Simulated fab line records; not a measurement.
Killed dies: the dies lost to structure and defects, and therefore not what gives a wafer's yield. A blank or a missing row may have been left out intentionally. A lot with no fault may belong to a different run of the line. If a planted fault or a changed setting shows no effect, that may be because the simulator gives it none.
A struck lot beside a sound one -- flow nand-harc -- 15 steps out of a route of 1302
Sound: these wafers, L700.1, L700.5, L700.6. The struck wafers were L707.1, L707.3, L707.6. The cause is named last.
Each step with rows lists, per side, the tool, then ch with its chambers, then its first start. Under that, the readings that differ: sound wafers -- struck wafers -- difference of the means -- sigmas: that difference in standard deviations of wafers without a fault.
alike: readings whose means differ by less than 2 such deviations, and words and numbers that are the same on both sides. not compared: withheld readings, readings that some wafer has no value for, bounds like >300 that may hide the same value, and numbers for which the record gives no deviation and whose values overlap.
A row with sigmas, a row that says differs or no value, or rows on one side alone: a step with any of these is where the two part. When numbers do not overlap yet have no deviation, they are printed without sigmas and do not part them. A reading missing from all wafers of one side parts the sides only when that side holds two or more wafers.

first, 3 steps without rows for these wafers: NHARC_A_CHANNEL_HOLE_D1_ETCH_38 (etches the open film in CF4, target depth 39 nm, time 65 s); NHARC_A_CHANNEL_HOLE_D1_ETCH_39 (etches the open film in N2/H2, target depth 260 nm, time 325 s); NHARC_A_CHANNEL_HOLE_D1_ETCH_34 (etches the open film in CF4/CHF3, target depth 154 nm, time 77 s).
NHARC_A_CHANNEL_HOLE_D1_ETCH_16: etches the open film in O2/COS, target depth 3100 nm, time 806 s.
  sound: rie-diel-09 ch 0,1,3; struck: rie-diel-03 ch 0,2,3
  alike: bias-w, chamber-pressure-mTorr, cos-flow-sccm, drypump-motor-current-A, oes-product-au, rf-fwd-power-W, rf-vpp-V, showerhead-plenum-p-Torr, throttle-valve-pct
  not compared: rf-hours-counter-h
NHARC_A_CHANNEL_HOLE_D1_CD_MEAS_18:
  sound: cd-sem-02 at day 13 20:50; struck: cd-sem-03 at day 17 00:45
  alike: cd-nm
then, 1 step without rows for these wafers: NHARC_A_CHANNEL_HOLE_D1_ETCH_19 (etches the open film in C4F8/O2/Ar, time 34.5 s).
NHARC_A_CHANNEL_HOLE_D1_ETCH_20: etches the open film in C4F8/O2/Ar, time 361.9 s, target depth 1600 nm.
  sound on har-etch-02 ch 0,1, day 13 21:04; struck on har-etch-01 ch 0,1, day 17 00:56
  alike: c4f8-flow-sccm, chamber-pressure-mTorr, drypump-motor-current-A, showerhead-plenum-p-Torr, throttle-valve-pct
  not compared: rf-hours-counter-h
NHARC_A_CHANNEL_HOLE_D1_ETCH_21: etches the open film in C4F8/O2/Ar, time 514.3 s, target depth 1600 nm.
  sound on har-etch-02 ch 0,1, day 13 21:25; struck on har-etch-01 ch 0,1, day 17 01:15
reading,sound,struck,difference,sigmas
drypump-motor-current-A (A),6.55 5.89 6.52,5.85 5.81 5.81,-0.50,-2
  alike: c4f8-flow-sccm, chamber-pressure-mTorr, showerhead-plenum-p-Torr, throttle-valve-pct
  not compared: rf-hours-counter-h
NHARC_A_CHANNEL_HOLE_D1_ETCH_22: etches the open film in C4F8/O2/Ar, time 666.7 s, target depth 1600 nm.
  sound on har-etch-02 ch 0,1, day 13 21:52; struck on har-etch-01 ch 0,1, day 17 01:41
  alike: c4f8-flow-sccm, chamber-pressure-mTorr, drypump-motor-current-A, showerhead-plenum-p-Torr, throttle-valve-pct
  not compared: rf-hours-counter-h
then, 3 steps without rows for these wafers: NHARC_A_CHANNEL_HOLE_D1_ETCH_23 (etches the open film in C4F8/O2/Ar, time 819 s, target depth 1600 nm); NHARC_A_CHANNEL_HOLE_D1_ETCH_24 (etches the open film in C4F8/O2/Ar, time 906.2 s, target depth 1500 nm); NHARC_A_CHANNEL_HOLE_D1_ETCH_25 (etches the open film in C4F8/O2/Ar, time 1040.2 s, target depth 1500 nm).
NHARC_A_CHANNEL_HOLE_D1_ETCH_26: etches the open film in C4F8/O2/Ar, time 224.1 s, target depth 300 nm.
  sound on har-etch-02 ch 0,1, day 14 00:43; struck on har-etch-01 ch 0,1, day 17 04:34
  no value came back on the struck wafers for any of 5 readings (bias-v (V), c4f8-flow-sccm (sccm) and others); on the sound wafers bias-v (V) reads 291 298 297
  not compared: rf-hours-counter-h
NHARC_A_CHANNEL_HOLE_D1_ETCH_33: etches the open film in C4F8/O2/Ar, time 90 s, target depth 400 nm.
  sound on har-etch-02 ch 0,1, day 14 00:55; struck on har-etch-01 ch 0,1, day 17 04:46
  alike: bias-v, c4f8-flow-sccm, drypump-motor-current-A, rf-fwd-power-W, showerhead-plenum-p-Torr, throttle-valve-pct
  not compared: rf-hours-counter-h
-- jump in the record: it breaks off in module A_CHANNEL_HOLE_D1 and resumes in module END (first step shown: number 1302 of the route), and 16 days separate the struck wafers' starts before and after --
NHARC_END_SORT_01:
  the record has rows for the struck wafers here (prober-02 ch 0, day 33 15:27) and none for the sound ones

## WHERE THEY PART
First at NHARC_A_CHANNEL_HOLE_D1_ETCH_21; last, within this record, at NHARC_END_SORT_01.

WHY: what had been put in by the simulator
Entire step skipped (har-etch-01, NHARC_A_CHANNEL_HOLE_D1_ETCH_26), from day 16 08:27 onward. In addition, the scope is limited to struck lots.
